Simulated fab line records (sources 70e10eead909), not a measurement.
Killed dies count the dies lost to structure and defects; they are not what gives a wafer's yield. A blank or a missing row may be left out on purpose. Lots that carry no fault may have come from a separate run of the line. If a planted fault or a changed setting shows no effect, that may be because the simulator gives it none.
Which tool was responsible? / flow nandHarc / 42 wafers from 14 lots sampled at 5 of the route's 1159 steps

## WHAT THE GAUGES SHOWED, per wafer
NHARC_END_SORT_01. Usual: killedAtArray 28, standard deviation 10; killedAtOther 0.5, standard deviation 0.82; killedAtPeriphery 3.4, standard deviation 2.2; killedDies 31, standard deviation 10; killedOpen 3.4, standard deviation 1.9; killedShort 1.9, standard deviation 1.3.
lot=L939; measured=day 21 06:40; on=prober-02; killedAtArray=97 70 91; killedAtOther=2 1 1; killedAtPeriphery=2 2 1; killedDies=101 73 93; killedOpen=4 5 2; killedShort=2 1 4; flag=OFF
lot=L940; measured=day 21 21:49; on=prober-01; killedAtArray=69 93 102; killedAtOther=0 2 1; killedAtPeriphery=2 3 0; killedDies=71 98 103; killedOpen=1 2 2; killedShort=1 2 2; flag=OFF
lot=L948; measured=day 23 11:35; on=prober-02; killedAtArray=38 33 29; killedAtOther=0 0 1; killedAtPeriphery=3 2 2; killedDies=41 35 32; killedOpen=9 4 2; killedShort=2 2 4; flag=
lot=L945; measured=day 22 11:24; on=prober-01; killedAtArray=17 31 24; killedAtOther=0 0 1; killedAtPeriphery=4 5 4; killedDies=21 36 29; killedOpen=3 0 4; killedShort=1 2 2; flag=
lot=L947; measured=day 22 21:35; on=prober-01; killedAtArray=18 16 16; killedAtOther=0 0 0; killedAtPeriphery=4 1 4; killedDies=22 17 20; killedOpen=6 3 7; killedShort=1 3 1; flag=

## EACH LOT AND THE TOOL THAT RAN IT (in order: tool; ch and the chambers of the sampled wafers; start)
lot=L932; NHARC_A_STAIRCASE_STRIP_464=rieDiel-10 ch 0,1,3, day 11 18:37; NHARC_THIN_TSV_ETCH_15=rieSi-02 ch 1,2,3, day 19 10:20; NHARC_THIN_TSV_STRIP_45=plasmaAsher-01 ch 0,1, day 19 11:11; NHARC_THIN_TSV_DEGAS_53=pvdSputter-02, day 19 14:47
lot=L934; NHARC_A_STAIRCASE_STRIP_464=rieDiel-06 ch 0,3, day 12 12:21; NHARC_THIN_TSV_ETCH_15=rieSi-06 ch 1,2, day 19 17:29; NHARC_THIN_TSV_STRIP_45=plasmaAsher-01 ch 0,1, day 19 17:50; NHARC_THIN_TSV_DEGAS_53=pvdSputter-03, day 19 21:26
lot=L935; NHARC_A_STAIRCASE_STRIP_464=rieDiel-10 ch 0,1,3, day 12 14:26; NHARC_THIN_TSV_ETCH_15=rieSi-03 ch 0,2,3, day 19 18:29; NHARC_THIN_TSV_STRIP_45=plasmaAsher-01 ch 0,1, day 19 18:41; NHARC_THIN_TSV_DEGAS_53=pvdSputter-02, day 19 22:32
lot=L933; NHARC_A_STAIRCASE_STRIP_464=rieDiel-10 ch 0,1, day 12 16:08; NHARC_THIN_TSV_ETCH_15=rieSi-03 ch 2,3, day 19 22:20; NHARC_THIN_TSV_STRIP_45=plasmaAsher-02 ch 0,1, day 19 23:02; NHARC_THIN_TSV_DEGAS_53=pvdSputter-01, day 20 03:40
lot=L936; NHARC_A_STAIRCASE_STRIP_464=rieDiel-02 ch 0,1,3, day 12 18:09; NHARC_THIN_TSV_ETCH_15=rieSi-03 ch 2,3, day 20 17:43; NHARC_THIN_TSV_STRIP_45=plasmaAsher-02 ch 0,1, day 20 18:04; NHARC_THIN_TSV_DEGAS_53=pvdSputter-02, day 20 21:44
lot=L939; NHARC_A_STAIRCASE_STRIP_464=rieDiel-10 ch 0,1,3, day 13 01:23; NHARC_THIN_TSV_ETCH_15=rieSi-06 ch 0,1,3, day 20 16:20; NHARC_THIN_TSV_STRIP_45=plasmaAsher-02 ch 0,1, day 20 16:34; NHARC_THIN_TSV_DEGAS_53=pvdSputter-03, day 20 20:42
lot=L940; NHARC_A_STAIRCASE_STRIP_464=rieDiel-10 ch 0,1,3, day 14 02:59; NHARC_THIN_TSV_ETCH_15=rieSi-06 ch 1,2, day 21 06:42; NHARC_THIN_TSV_STRIP_45=plasmaAsher-01 ch 0,1, day 21 07:01; NHARC_THIN_TSV_DEGAS_53=pvdSputter-02, day 21 10:39
lot=L948; NHARC_A_STAIRCASE_STRIP_464=rieDiel-02 ch 0,1, day 15 06:33; NHARC_THIN_TSV_ETCH_15=rieSi-06 ch 2,3, day 22 21:17; NHARC_THIN_TSV_STRIP_45=plasmaAsher-01 ch 0,1, day 22 21:31; NHARC_THIN_TSV_DEGAS_53=pvdSputter-02, day 23 01:47
lot=L945; NHARC_A_STAIRCASE_STRIP_464=rieDiel-06 ch 0,3, day 15 07:01; NHARC_THIN_TSV_ETCH_15=rieSi-06 ch 1,2, day 21 17:17; NHARC_THIN_TSV_STRIP_45=plasmaAsher-01 ch 0,1, day 21 17:32; NHARC_THIN_TSV_DEGAS_53=pvdSputter-03, day 21 21:18
lot=L947; NHARC_A_STAIRCASE_STRIP_464=rieDiel-02 ch 1,2,3, day 15 08:43; NHARC_THIN_TSV_ETCH_15=rieSi-03 ch 0,1,2, day 21 18:37; NHARC_THIN_TSV_STRIP_45=plasmaAsher-02 ch 0,1, day 21 18:55; NHARC_THIN_TSV_DEGAS_53=pvdSputter-02, day 21 22:40
lot=L950; NHARC_A_STAIRCASE_STRIP_464=rieDiel-10 ch 1,3, day 16 04:47; NHARC_THIN_TSV_ETCH_15=rieSi-02 ch 1,2, day 23 04:23; NHARC_THIN_TSV_STRIP_45=plasmaAsher-01 ch 0,1, day 23 04:35; NHARC_THIN_TSV_DEGAS_53=pvdSputter-01, day 23 09:04
lot=L952; NHARC_A_STAIRCASE_STRIP_464=rieDiel-02 ch 1,2,3, day 16 21:52; NHARC_THIN_TSV_ETCH_15=rieSi-02 ch 1,2,3, day 24 01:41; NHARC_THIN_TSV_STRIP_45=plasmaAsher-01 ch 0,1, day 24 01:55; NHARC_THIN_TSV_DEGAS_53=pvdSputter-03, day 24 05:38
lot=L954; NHARC_A_STAIRCASE_STRIP_464=rieDiel-10 ch 0,3, day 16 22:54; NHARC_THIN_TSV_ETCH_15=rieSi-06 ch 0,1, day 23 18:17; NHARC_THIN_TSV_STRIP_45=plasmaAsher-01 ch 0,1, day 23 18:55; NHARC_THIN_TSV_DEGAS_53=pvdSputter-02, day 23 22:38
lot=L955; NHARC_A_STAIRCASE_STRIP_464=rieDiel-10 ch 0,2,3, day 17 19:16; NHARC_THIN_TSV_ETCH_15=rieSi-02 ch 1,2,3, day 24 08:34; NHARC_THIN_TSV_STRIP_45=plasmaAsher-02 ch 0,1, day 24 08:47; NHARC_THIN_TSV_DEGAS_53=pvdSputter-02, day 24 12:30
- NHARC_A_STAIRCASE_STRIP_464: strips in O2/COS.
- NHARC_THIN_TSV_ETCH_15: target depth 3000 nm, bosch target overetch cycles 2, bosch etch step 2.8 s.
- NHARC_THIN_TSV_STRIP_45: strips in O2.
- NHARC_THIN_TSV_DEGAS_53: time 60 s.

## WHAT THE TOOLS THEMSELVES READ (means of the sampled wafers that have a number; where no wafer has one, the mark that the record gives instead)
NHARC_THIN_TSV_ETCH_15. Usual: 5.8 A for drypumpMotorCurrentA, sd 0.46.
lot=L932; tool=rieSi-02; drypumpMotorCurrentA (A)=5.9; flag=
lot=L934; tool=rieSi-06; drypumpMotorCurrentA (A)=5.5; flag=
lot=L935; tool=rieSi-03; drypumpMotorCurrentA (A)=5.8; flag=
lot=L933; tool=rieSi-03; drypumpMotorCurrentA (A)=6.0; flag=
lot=L936; tool=rieSi-03; drypumpMotorCurrentA (A)=5.5; flag=
lot=L939; tool=rieSi-06; drypumpMotorCurrentA (A)=5.9; flag=
lot=L940; tool=rieSi-06; drypumpMotorCurrentA (A)=5.8; flag=
lot=L948; tool=rieSi-06; drypumpMotorCurrentA (A)=5.6; flag=
lot=L945; tool=rieSi-06; drypumpMotorCurrentA (A)=5.7; flag=
lot=L947; tool=rieSi-03; drypumpMotorCurrentA (A)=6.2; flag=
lot=L950; tool=rieSi-02; drypumpMotorCurrentA (A)=6.2; flag=
lot=L952; tool=rieSi-02; drypumpMotorCurrentA (A)=5.9; flag=
lot=L954; tool=rieSi-06; drypumpMotorCurrentA (A)=5.9; flag=
lot=L955; tool=rieSi-02; drypumpMotorCurrentA (A)=5.9; flag=

NHARC_THIN_TSV_STRIP_45. Usual: drypumpMotorCurrentA 5.5 A, standard deviation 0.44; heaterPowerW 320 W, standard deviation 52; rfReflPowerW 18 W, standard deviation 5.4; tempC 249.99 C, standard deviation 0.18.
lot=L932; tool=plasmaAsher-01; drypumpMotorCurrentA (A)=5.6; heaterPowerW (W)=338; rfReflPowerW (W)=18; tempC (C)=249.88; flag=
lot=L934; tool=plasmaAsher-01; drypumpMotorCurrentA (A)=5.6; heaterPowerW (W)=342; rfReflPowerW (W)=18; tempC (C)=249.75; flag=
lot=L935; tool=plasmaAsher-01; drypumpMotorCurrentA (A)=5.2; heaterPowerW (W)=306; rfReflPowerW (W)=22; tempC (C)=250.26; flag=
lot=L933; tool=plasmaAsher-02; drypumpMotorCurrentA (A)=5.7; heaterPowerW (W)=321; rfReflPowerW (W)=16; tempC (C)=250.01; flag=
lot=L936; tool=plasmaAsher-02; drypumpMotorCurrentA (A)=5.7; heaterPowerW (W)=318; rfReflPowerW (W)=-; tempC (C)=250.07; flag=OFF
lot=L939; tool=plasmaAsher-02; drypumpMotorCurrentA (A)=5.8; heaterPowerW (W)=313; rfReflPowerW (W)=12; tempC (C)=249.89; flag=
lot=L940; tool=plasmaAsher-01; drypumpMotorCurrentA (A)=5.6; heaterPowerW (W)=343; rfReflPowerW (W)=-; tempC (C)=250.02; flag=OFF
lot=L948; tool=plasmaAsher-01; drypumpMotorCurrentA (A)=5.6; heaterPowerW (W)=340; rfReflPowerW (W)=-; tempC (C)=249.96; flag=OFF
lot=L945; tool=plasmaAsher-01; drypumpMotorCurrentA (A)=5.2; heaterPowerW (W)=298; rfReflPowerW (W)=21; tempC (C)=249.77; flag=
lot=L947; tool=plasmaAsher-02; drypumpMotorCurrentA (A)=5.9; heaterPowerW (W)=310; rfReflPowerW (W)=-; tempC (C)=249.84; flag=OFF
lot=L950; tool=plasmaAsher-01; drypumpMotorCurrentA (A)=5.3; heaterPowerW (W)=303; rfReflPowerW (W)=21; tempC (C)=250.05; flag=
lot=L952; tool=plasmaAsher-01; drypumpMotorCurrentA (A)=5.6; heaterPowerW (W)=346; rfReflPowerW (W)=-; tempC (C)=250.03; flag=OFF
lot=L954; tool=plasmaAsher-01; drypumpMotorCurrentA (A)=5.6; heaterPowerW (W)=337; rfReflPowerW (W)=-; tempC (C)=250.05; flag=OFF
lot=L955; tool=plasmaAsher-02; drypumpMotorCurrentA (A)=5.7; heaterPowerW (W)=332; rfReflPowerW (W)=-; tempC (C)=250.21; flag=OFF

NHARC_THIN_TSV_DEGAS_53. Usual: 456 W for heaterPowerW, sd 51.
lot=L932; tool=pvdSputter-02; heaterPowerW (W)=510; flag=
lot=L934; tool=pvdSputter-03; heaterPowerW (W)=456; flag=
lot=L935; tool=pvdSputter-02; heaterPowerW (W)=494; flag=
lot=L933; tool=pvdSputter-01; heaterPowerW (W)=422; flag=
lot=L936; tool=pvdSputter-02; heaterPowerW (W)=525; flag=
lot=L939; tool=pvdSputter-03; heaterPowerW (W)=432; flag=
lot=L940; tool=pvdSputter-02; heaterPowerW (W)=499; flag=
lot=L948; tool=pvdSputter-02; heaterPowerW (W)=440; flag=
lot=L945; tool=pvdSputter-03; heaterPowerW (W)=394; flag=
lot=L947; tool=pvdSputter-02; heaterPowerW (W)=478; flag=
lot=L950; tool=pvdSputter-01; heaterPowerW (W)=434; flag=
lot=L952; tool=pvdSputter-03; heaterPowerW (W)=466; flag=
lot=L954; tool=pvdSputter-02; heaterPowerW (W)=501; flag=
lot=L955; tool=pvdSputter-02; heaterPowerW (W)=490; flag=

## THE ANSWER, worked out from the rows above alone
Rule: lot off if the mean of its wafers having a number is beyond 3 standard deviations from the usual mean. A lot without any number at a reading at which 4 lots or more have one is off too. The other lots that the step has rows for count as sound. After the gauges, taken in route order, come the tools' own readings; for these a lot's mean is taken, as printed above. The first step at which some lot is off is used, and at that step the reading that is off furthest; a lot without a number counts as furthest.
Off: L939, L940 (NHARC_END_SORT_01, killedAtArray). Neither off nor sound, because the step has no rows for them: L932, L934, L935, L933, L936, L950, L952, L954, L955.
A tool fits if, at a process step before that reading, it ran every lot that is off, and no sound lot after the first of them. The gauges at NHARC_END_SORT_01 are tried like those tools. One fits: NHARC_A_STAIRCASE_STRIP_464 on rieDiel-10. It ran no sound lot before its first lot that is off in this sample, so the start can't be narrowed down.

## WHAT WAS PUT IN BY THE SIMULATOR
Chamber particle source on rieDiel-10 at NHARC_A_STAIRCASE_STRIP_464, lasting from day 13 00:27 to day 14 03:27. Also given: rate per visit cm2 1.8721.
Shown lots that were struck: L939, L940. Same finding as the rule above.
